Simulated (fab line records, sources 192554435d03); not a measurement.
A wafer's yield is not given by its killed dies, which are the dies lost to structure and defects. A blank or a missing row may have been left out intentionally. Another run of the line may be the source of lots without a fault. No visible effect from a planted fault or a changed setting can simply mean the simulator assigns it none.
Which tool is to blame? + flow n5Finfet + 30 wafers from 10 lots sampled at 6 of the route's 1938 steps

WHAT EACH GAUGE READ, for each wafer
N5_BEOL_M3_INSPECT_13: inspects for defects (brightfield). Usual: rawDefectCount 384, standard deviation 85.
| lot  | measured     | on               | rawDefectCount | flag |
|------|--------------|------------------|----------------|------|
| L297 | day 7 09:38  | defectInspect-01 | 252 443 336    |      |
| L298 | day 8 07:55  | defectInspect-02 | 325 356 448    |      |
| L300 | day 8 11:56  | defectInspect-02 | 297 272 231    |      |
| L299 | day 8 14:42  | defectInspect-02 | 499 387 462    |      |
| L301 | day 8 18:23  | defectInspect-02 | 292 386 404    |      |
| L302 | day 8 20:31  | defectInspect-01 | 392 422 307    |      |
| L308 | day 10 11:11 | defectInspect-02 | 401 423 415    |      |
| L314 | day 11 18:26 | defectInspect-01 | 487 542 340    |      |
| L315 | day 12 02:44 | defectInspect-01 | 381 450 392    |      |
| L318 | day 12 19:22 | defectInspect-01 | 405 473 527    |      |

N5_BEOL_M3_CD_MEAS_28: target cd 25.7 nm, target cd y 23.3 nm. Usual: cdNm 25.80 nm, standard deviation 0.24.
| lot  | measured     | on       | cdNm (nm)         | flag |
|------|--------------|----------|-------------------|------|
| L297 | day 7 10:33  | cdSem-03 | 25.63 25.66 25.78 |      |
| L298 | day 8 08:44  | cdSem-02 | 26.29 25.86 25.57 |      |
| L300 | day 8 12:58  | cdSem-03 | 25.33 26.13 26.09 |      |
| L299 | day 8 15:29  | cdSem-02 | 25.79 25.63 25.75 |      |
| L301 | day 8 19:18  | cdSem-02 | 25.70 26.12 25.77 |      |
| L302 | day 8 21:25  | cdSem-03 | 25.81 25.39 25.99 |      |
| L308 | day 10 12:05 | cdSem-02 | 16.52 18.97 22.55 | OFF  |
| L314 | day 11 19:26 | cdSem-02 | 25.81 25.92 25.72 |      |
| L315 | day 12 03:41 | cdSem-03 | 25.71 25.85 25.35 |      |
| L318 | day 12 20:17 | cdSem-03 | 25.63 26.07 25.89 |      |

N5_BEOL_M4_RC_MEAS_101. Usual: DIBL_N 35.8 mV/V, standard deviation 1.8; DIBL_P 35.6 mV/V, standard deviation 2; IOFF_N 0.148 nA/um, standard deviation 0.028; IOFF_P 0.20 nA/um, standard deviation 0.034; ION_N 672 uA/um, standard deviation 12; ION_P 462 uA/um, standard deviation 8.5; SS_N 71.2 mV/dec, standard deviation 0.65; SS_P 73.1 mV/dec, standard deviation 0.67; VT_N 251 mV, standard deviation 3.3; VT_P -251 mV, standard deviation 3.8.
| lot  | measured     | on        | DIBL_N (mV/V)  | DIBL_P (mV/V)  | IOFF_N (nA/um)    | IOFF_P (nA/um) | ION_N (uA/um) | ION_P (uA/um) | SS_N (mV/dec)  | SS_P (mV/dec)  | VT_N (mV)   | VT_P (mV)      | flag |
|------|--------------|-----------|----------------|----------------|-------------------|----------------|---------------|---------------|----------------|----------------|-------------|----------------|------|
| L297 | day 8 00:16  | prober-01 | 35.3 34.6 35.5 | 35.9 34.8 35.3 | 0.161 0.154 0.159 | 0.22 0.20 0.22 | 685 675 682   | 471 462 471   | 71.8 71.3 72.4 | 73.3 73.1 72.5 | 252 250 252 | -248 -248 -248 |      |
| L298 | day 9 00:37  | prober-01 | 36.3 36.9 38.3 | 34.1 34.5 36.7 | 0.138 0.141 0.175 | 0.20 0.21 0.24 | 662 675 677   | 464 469 468   | 71.5 70.9 71.1 | 73.2 73.8 73.7 | 253 253 247 | -248 -248 -248 |      |
| L300 | day 9 04:34  | prober-01 | 37.6 37.9 36.8 | 36.9 37.5 35.5 | 0.169 0.162 0.147 | 0.20 0.22 0.18 | 693 684 675   | 465 461 462   | 71.9 71.7 71.4 | 73.8 74.0 72.9 | 245 247 251 | -252 -249 -254 |      |
| L299 | day 9 07:14  | prober-01 | 36.3 35.4 36.7 | 37.7 38.2 37.9 | 0.161 0.152 0.165 | 0.19 0.20 0.19 | 686 674 671   | 464 463 461   | 71.5 71.5 71.0 | 72.9 72.6 73.1 | 250 252 250 | -256 -254 -256 |      |
| L301 | day 9 11:45  | prober-02 | 33.2 34.2 34.0 | 32.1 33.6 32.3 | 0.111 0.129 0.116 | 0.16 0.19 0.16 | 667 674 655   | 459 467 453   | 70.4 70.5 70.5 | 72.0 72.8 72.6 | 254 250 254 | -256 -250 -253 |      |
| L302 | day 9 10:25  | prober-01 | 38.1 37.8 37.9 | 36.8 36.6 36.3 | 0.191 0.178 0.174 | 0.26 0.26 0.23 | 692 686 685   | 481 475 468   | 71.9 71.9 71.4 | 72.9 73.2 73.2 | 247 247 248 | -244 -242 -246 |      |
| L308 | day 11 07:55 | prober-02 | 38.2           | 37.0           | 0.192             | 0.27           | 669           | 459           | 72.4           | 74.0           | 248         | -248           |      |
| L314 | day 12 09:55 | prober-02 | 36.9 36.9 35.5 | 35.4 36.1 35.7 | 0.152 0.153 0.140 | 0.17 0.18 0.18 | 679 675 682   | 453 451 465   | 70.9 71.9 71.0 | 73.3 72.9 73.2 | 251 252 251 | -255 -254 -252 |      |
| L315 | day 12 19:14 | prober-02 | 36.4 39.3 37.4 | 33.2 36.0 35.8 | 0.145 0.208 0.170 | 0.16 0.19 0.20 | 671 659 685   | 454 443 459   | 71.8 72.7 71.3 | 73.0 73.9 73.8 | 253 249 249 | -257 -253 -250 |      |
| L318 | day 13 22:43 | prober-02 | 34.5 35.1 35.3 | 34.1 35.6 35.2 | 0.145 0.163 0.164 | 0.19 0.21 0.21 | 673 687 692   | 471 470 469   | 70.7 70.5 70.9 | 72.4 72.9 72.9 | 249 246 247 | -249 -247 -247 |      |

WHICH TOOL RAN EACH LOT (tool, then ch and the chambers of the sampled wafers, then the start)
| lot  | N5_BEOL_M2_DEP_57               | N5_BEOL_M3_EXPOSE_25             | N5_BEOL_M3_ALD_98                |
|------|---------------------------------|----------------------------------|----------------------------------|
| L297 | pecvd-04 ch 0,1, day 7 08:22    | euvScanner-01 ch 0, day 7 10:24  | aldSin-04 ch 0,2, day 7 11:30    |
| L298 | pecvd-01 ch 0,2, day 8 07:01    | euvScanner-01 ch 0, day 8 08:36  | aldSin-04 ch 1,2, day 8 11:08    |
| L300 | pecvd-01 ch 0,1, day 8 10:41    | euvScanner-01 ch 0, day 8 12:50  | aldSin-04 ch 1,2, day 8 14:01    |
| L299 | pecvd-04 ch 1,2, day 8 11:47    | euvScanner-01 ch 0, day 8 15:20  | aldSin-04 ch 1,2, day 8 15:49    |
| L301 | pecvd-01 ch 0,2, day 8 15:51    | euvScanner-02 ch 0, day 8 19:09  | aldSin-01 ch 1,2,3, day 8 20:13  |
| L302 | pecvd-01 ch 0,1, day 8 18:16    | euvScanner-01 ch 0, day 8 21:17  | aldSin-04 ch 0,1, day 8 21:41    |
| L308 | pecvd-02 ch 0,1, day 10 08:49   | euvScanner-01 ch 0, day 10 11:57 | aldSin-01 ch 1,2,3, day 10 12:34 |
| L314 | pecvd-01 ch 0,1, day 11 15:11   | euvScanner-02 ch 0, day 11 19:17 | aldSin-04 ch 1,2, day 11 19:41   |
| L315 | pecvd-02 ch 0,1,2, day 12 00:30 | euvScanner-02 ch 0, day 12 03:34 | aldSin-01 ch 1,2, day 12 03:56   |
| L318 | pecvd-02 ch 0,1, day 12 17:43   | euvScanner-02 ch 0, day 12 20:08 | aldSin-04 ch 0,1,2, day 12 20:34 |
- N5_BEOL_M2_DEP_57: deposits SiCN from 3MS/NH3, target thk 8 nm, time 14 s.
- N5_BEOL_M3_EXPOSE_25: exposes mask V2, defocus 5 nm.
- N5_BEOL_M3_ALD_98: deposits SiO2, target thk 2.5 nm, pulse time 1 s, co reactant pulse time 1 s.

AS READ BY THE TOOLS THEMSELVES (means over the sampled wafers that have a number; for cases with no such wafer, the mark the record gives instead)
N5_BEOL_M2_DEP_57. Usual: showerheadPlenumPTorr 3.667 Torr, standard deviation 0.011; throttleValvePct 9.1 %, standard deviation 0.52.
| lot  | tool     | showerheadPlenumPTorr (Torr) | throttleValvePct (%) | flag |
|------|----------|------------------------------|----------------------|------|
| L297 | pecvd-04 | 3.658                        | 9.5                  |      |
| L298 | pecvd-01 | 3.668                        | 9.0                  |      |
| L300 | pecvd-01 | 3.660                        | 8.9                  |      |
| L299 | pecvd-04 | 3.678                        | 8.6                  |      |
| L301 | pecvd-01 | 3.668                        | 9.1                  |      |
| L302 | pecvd-01 | 3.661                        | 9.1                  |      |
| L308 | pecvd-02 | 3.667                        | 9.4                  |      |
| L314 | pecvd-01 | 3.662                        | 8.9                  |      |
| L315 | pecvd-02 | 3.671                        | 9.1                  |      |
| L318 | pecvd-02 | 3.662                        | 9.6                  |      |

N5_BEOL_M3_EXPOSE_25. Usual: exposureDoseMJCm2 63.4, standard deviation 0.45.
| lot  | tool          | exposureDoseMJCm2 | flag |
|------|---------------|-------------------|------|
| L297 | euvScanner-01 | 63.8              |      |
| L298 | euvScanner-01 | 63.7              |      |
| L300 | euvScanner-01 | 63.8              |      |
| L299 | euvScanner-01 | 63.7              |      |
| L301 | euvScanner-02 | 62.8              |      |
| L302 | euvScanner-01 | 63.8              |      |
| L308 | euvScanner-01 | 68.4              | OFF  |
| L314 | euvScanner-02 | 62.8              |      |
| L315 | euvScanner-02 | 62.9              |      |
| L318 | euvScanner-02 | 62.8              |      |

N5_BEOL_M3_ALD_98. Usual: heaterPowerW 72 W, standard deviation 7.1; precursorPulseHeightRel 1.001, standard deviation 0.02.
| lot  | tool      | heaterPowerW (W) | precursorPulseHeightRel | flag |
|------|-----------|------------------|-------------------------|------|
| L297 | aldSin-04 | 62               | 1.005                   |      |
| L298 | aldSin-04 | 71               | 0.981                   |      |
| L300 | aldSin-04 | 66               | 1.007                   |      |
| L299 | aldSin-04 | 66               | 0.980                   |      |
| L301 | aldSin-01 | 79               | 1.004                   |      |
| L302 | aldSin-04 | 71               | 1.005                   |      |
| L308 | aldSin-01 | 78               | 1.000                   |      |
| L314 | aldSin-04 | 71               | 1.007                   |      |
| L315 | aldSin-01 | 76               | 1.010                   |      |
| L318 | aldSin-04 | 65               | 1.020                   |      |

THE ANSWER, worked out from the rows above alone
Rule: a lot is off if the mean of its wafers that have a number lies more than 3 standard deviations from the usual mean. A lot without any number at a reading at which 4 lots or more have one is off too. The other lots that the step has rows for count as sound. The gauges are gone through in route order, then the tools' own readings, and for those a lot's mean is taken as printed above. At the first step where some lot is off, the reading lying furthest off is the one used; lots without a number count as furthest.
Off, at N5_BEOL_M3_CD_MEAS_28 on cdNm: L308.
A tool fits if, at a process step before that reading, it ran every lot that is off, and no sound lot after the first of them. Not tried: the gauges at N5_BEOL_M3_CD_MEAS_28; whatever is off there is also off at N5_BEOL_M3_EXPOSE_25, on other tools, and gauge error can't account for it. One fits: euvScanner-01 at N5_BEOL_M3_EXPOSE_25. Its last sound lot is L302 (day 8 21:17), its first lot that is off L308 (day 10 11:57): a fault that began between those two fits.
On the lots that are off, the tool's own readings at N5_BEOL_M3_EXPOSE_25 differ by more than 5 times the standard deviation of the sound lots' means, which bears it out; exposureDoseMJCm2 reads 68.4 there versus 63.3 on the sound lots.

WHAT WAS PUT IN BY THE SIMULATOR
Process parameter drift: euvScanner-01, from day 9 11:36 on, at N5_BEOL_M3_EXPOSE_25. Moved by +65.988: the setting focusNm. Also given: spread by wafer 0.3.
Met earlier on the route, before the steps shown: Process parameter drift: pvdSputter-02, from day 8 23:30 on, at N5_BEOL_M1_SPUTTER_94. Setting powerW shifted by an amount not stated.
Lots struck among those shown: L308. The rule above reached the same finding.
